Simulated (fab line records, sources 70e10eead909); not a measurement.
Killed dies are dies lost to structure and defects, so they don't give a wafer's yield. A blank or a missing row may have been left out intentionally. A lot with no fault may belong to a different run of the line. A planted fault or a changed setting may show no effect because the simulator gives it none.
Check for tools in common || flow nand-harc || Lots sampled 13, wafers sampled 39

REASON FOR OPENING
At NHARC_A_ONON_D2_THK_MEAS_08 the reading thk-nm is flagged on 2 of 13 lots. Wafers without a fault read 997 nm, standard deviation 11.
Rule: flag the lot when none of its wafers has a number, or when each of its wafers that has one lies beyond 4 standard deviations from that mean. The rest of the lots are taken to be sound.

{"lot": "L195", "measured": "day 13 05:01", "on": "film-metro-02", "thk-nm (nm), wafer by wafer": "993 992 992", "flag": ""}
{"lot": "L197", "measured": "day 14 03:55", "on": "film-metro-01", "thk-nm (nm), wafer by wafer": "1029 1029 1030", "flag": ""}
{"lot": "L196", "measured": "day 14 04:11", "on": "film-metro-01", "thk-nm (nm), wafer by wafer": "1006 1005 1003", "flag": ""}
{"lot": "L199", "measured": "day 14 09:47", "on": "film-metro-01", "thk-nm (nm), wafer by wafer": "1000 1003 999", "flag": ""}
{"lot": "L198", "measured": "day 14 09:49", "on": "film-metro-02", "thk-nm (nm), wafer by wafer": "999 999 1000", "flag": ""}
{"lot": "L203", "measured": "day 16 20:38", "on": "film-metro-01", "thk-nm (nm), wafer by wafer": "991 990 992", "flag": ""}
{"lot": "L205", "measured": "day 17 01:45", "on": "film-metro-01", "thk-nm (nm), wafer by wafer": "1009 1010 1011", "flag": ""}
{"lot": "L204", "measured": "day 17 11:47", "on": "film-metro-02", "thk-nm (nm), wafer by wafer": "1011 1012 1011", "flag": ""}
{"lot": "L206", "measured": "day 17 19:49", "on": "film-metro-02", "thk-nm (nm), wafer by wafer": "977 978 977", "flag": ""}
{"lot": "L211", "measured": "day 19 15:44", "on": "film-metro-01", "thk-nm (nm), wafer by wafer": "1007 1007 1006", "flag": ""}
{"lot": "L210", "measured": "day 19 18:18", "on": "film-metro-02", "thk-nm (nm), wafer by wafer": "1002 1004 1002", "flag": ""}
{"lot": "L212", "measured": "day 19 23:31", "on": "film-metro-01", "thk-nm (nm), wafer by wafer": "566 566 566", "flag": "FLAGGED"}
{"lot": "L213", "measured": "day 21 05:02", "on": "film-metro-01", "thk-nm (nm), wafer by wafer": "576 578 577", "flag": "FLAGGED"}
The mean of the flagged lots' numbers is 572 nm, -426 nm from the usual (-39 standard deviations).

WHICH TOOL RAN EACH LOT
Before the reading, the record contains 2 process steps out of a 1302-step route. Each cell gives the tool, then ch followed by the chambers the sampled wafers passed through, then the start.
{"lot": "L195", "flag": "", "NHARC_A_CHANNEL_FILL_D1_ETCHBACK_19": "rie-si-05 ch 0,1,2, day 10 18:38", "NHARC_A_ONON_D2_DEP_06": "pecvd-onon-01 ch 0, day 13 04:30"}
{"lot": "L197", "flag": "", "NHARC_A_CHANNEL_FILL_D1_ETCHBACK_19": "rie-si-02 ch 2,3, day 11 14:52", "NHARC_A_ONON_D2_DEP_06": "pecvd-onon-01 ch 0, day 14 03:28"}
{"lot": "L196", "flag": "", "NHARC_A_CHANNEL_FILL_D1_ETCHBACK_19": "rie-si-05 ch 0,1,2, day 11 14:53", "NHARC_A_ONON_D2_DEP_06": "pecvd-onon-03 ch 0, day 14 03:40"}
{"lot": "L199", "flag": "", "NHARC_A_CHANNEL_FILL_D1_ETCHBACK_19": "rie-si-05 ch 0,1, day 12 00:53", "NHARC_A_ONON_D2_DEP_06": "pecvd-onon-01 ch 0, day 14 09:23"}
{"lot": "L198", "flag": "", "NHARC_A_CHANNEL_FILL_D1_ETCHBACK_19": "rie-si-02 ch 1,2, day 12 00:53", "NHARC_A_ONON_D2_DEP_06": "pecvd-onon-03 ch 0, day 14 09:21"}
{"lot": "L203", "flag": "", "NHARC_A_CHANNEL_FILL_D1_ETCHBACK_19": "rie-si-02 ch 0,1,2, day 14 08:13", "NHARC_A_ONON_D2_DEP_06": "pecvd-onon-03 ch 0, day 16 20:10"}
{"lot": "L205", "flag": "", "NHARC_A_CHANNEL_FILL_D1_ETCHBACK_19": "rie-si-03 ch 0,1,3, day 14 14:59", "NHARC_A_ONON_D2_DEP_06": "pecvd-onon-01 ch 0, day 17 01:15"}
{"lot": "L204", "flag": "", "NHARC_A_CHANNEL_FILL_D1_ETCHBACK_19": "rie-si-02 ch 0,1,3, day 14 14:58", "NHARC_A_ONON_D2_DEP_06": "pecvd-onon-01 ch 0, day 17 11:16"}
{"lot": "L206", "flag": "", "NHARC_A_CHANNEL_FILL_D1_ETCHBACK_19": "rie-si-02 ch 0,2,3, day 15 00:14", "NHARC_A_ONON_D2_DEP_06": "pecvd-onon-03 ch 0, day 17 19:18"}
{"lot": "L211", "flag": "", "NHARC_A_CHANNEL_FILL_D1_ETCHBACK_19": "rie-si-02 ch 0,2,3, day 17 04:02", "NHARC_A_ONON_D2_DEP_06": "pecvd-onon-04 ch 0, day 19 15:13"}
{"lot": "L210", "flag": "", "NHARC_A_CHANNEL_FILL_D1_ETCHBACK_19": "rie-si-03 ch 0,2,3, day 17 04:03", "NHARC_A_ONON_D2_DEP_06": "pecvd-onon-01 ch 0, day 19 17:47"}
{"lot": "L212", "flag": "FLAGGED", "NHARC_A_CHANNEL_FILL_D1_ETCHBACK_19": "rie-si-03 ch 0,1, day 17 10:34", "NHARC_A_ONON_D2_DEP_06": "pecvd-onon-03 ch 0, day 19 23:01"}
{"lot": "L213", "flag": "FLAGGED", "NHARC_A_CHANNEL_FILL_D1_ETCHBACK_19": "rie-si-03 ch 0,2, day 18 19:43", "NHARC_A_ONON_D2_DEP_06": "pecvd-onon-03 ch 0, day 21 04:32"}
These steps, and what they do:
- NHARC_A_CHANNEL_FILL_D1_ETCHBACK_19: etches the open film in HBr/Cl2, target depth 5 nm, time 1.7 s.
- NHARC_A_ONON_D2_DEP_06: target thk 1000 nm.
- NHARC_A_ONON_D2_THK_MEAS_08: measures by ellipsometry.

FLAGGED AGAINST TOTAL, ONE TOOL AT A TIME (gauges that did the reading follow at the end)
{"step": "NHARC_A_CHANNEL_FILL_D1_ETCHBACK_19", "tool": "rie-si-02", "lots run": 6, "flagged": 0, "share of the flagged lots": "none", "sound lots run after its first flagged lot": "-"}
{"step": "NHARC_A_CHANNEL_FILL_D1_ETCHBACK_19", "tool": "rie-si-03", "lots run": 4, "flagged": 2, "share of the flagged lots": "all", "sound lots run after its first flagged lot": 0}
{"step": "NHARC_A_CHANNEL_FILL_D1_ETCHBACK_19", "tool": "rie-si-05", "lots run": 3, "flagged": 0, "share of the flagged lots": "none", "sound lots run after its first flagged lot": "-"}
{"step": "NHARC_A_ONON_D2_DEP_06", "tool": "pecvd-onon-01", "lots run": 6, "flagged": 0, "share of the flagged lots": "none", "sound lots run after its first flagged lot": "-"}
{"step": "NHARC_A_ONON_D2_DEP_06", "tool": "pecvd-onon-03", "lots run": 6, "flagged": 2, "share of the flagged lots": "all", "sound lots run after its first flagged lot": 0}
{"step": "NHARC_A_ONON_D2_DEP_06", "tool": "pecvd-onon-04", "lots run": 1, "flagged": 0, "share of the flagged lots": "none", "sound lots run after its first flagged lot": "-"}
{"step": "NHARC_A_ONON_D2_THK_MEAS_08", "tool": "film-metro-01", "lots run": 8, "flagged": 2, "share of the flagged lots": "all", "sound lots run after its first flagged lot": 0}
{"step": "NHARC_A_ONON_D2_THK_MEAS_08", "tool": "film-metro-02", "lots run": 5, "flagged": 0, "share of the flagged lots": "none", "sound lots run after its first flagged lot": "-"}

THE TABLE: WHAT IT ALLOWS
rie-si-03 at NHARC_A_CHANNEL_FILL_D1_ETCHBACK_19, pecvd-onon-03 at NHARC_A_ONON_D2_DEP_06 and film-metro-01 at NHARC_A_ONON_D2_THK_MEAS_08: these 3 rows of the table ran every flagged lot.
- rie-si-03 at NHARC_A_CHANNEL_FILL_D1_ETCHBACK_19: 2 of its 4 lots flagged. A fault beginning between L210 (day 17 04:03), its last sound lot, and L212 (day 17 10:34), its first flagged one, fits the data.
- pecvd-onon-03 at NHARC_A_ONON_D2_DEP_06: 2 of its 6 lots flagged. A fault beginning between L206 (day 17 19:18), its last sound lot, and L212 (day 19 23:01), its first flagged one, fits the data.
- film-metro-01 at NHARC_A_ONON_D2_THK_MEAS_08: 2 of its 8 lots flagged. A fault beginning between L211 (day 19 15:44), its last sound lot, and L212 (day 19 23:31), its first flagged one, fits the data.
These 3 tools cannot be told apart by counting lots, since each of them fits a fault that started at some hour. More lots, or a look at what each step does to the wafer, might.

WHAT HAD BEEN PUT IN BY THE SIMULATOR
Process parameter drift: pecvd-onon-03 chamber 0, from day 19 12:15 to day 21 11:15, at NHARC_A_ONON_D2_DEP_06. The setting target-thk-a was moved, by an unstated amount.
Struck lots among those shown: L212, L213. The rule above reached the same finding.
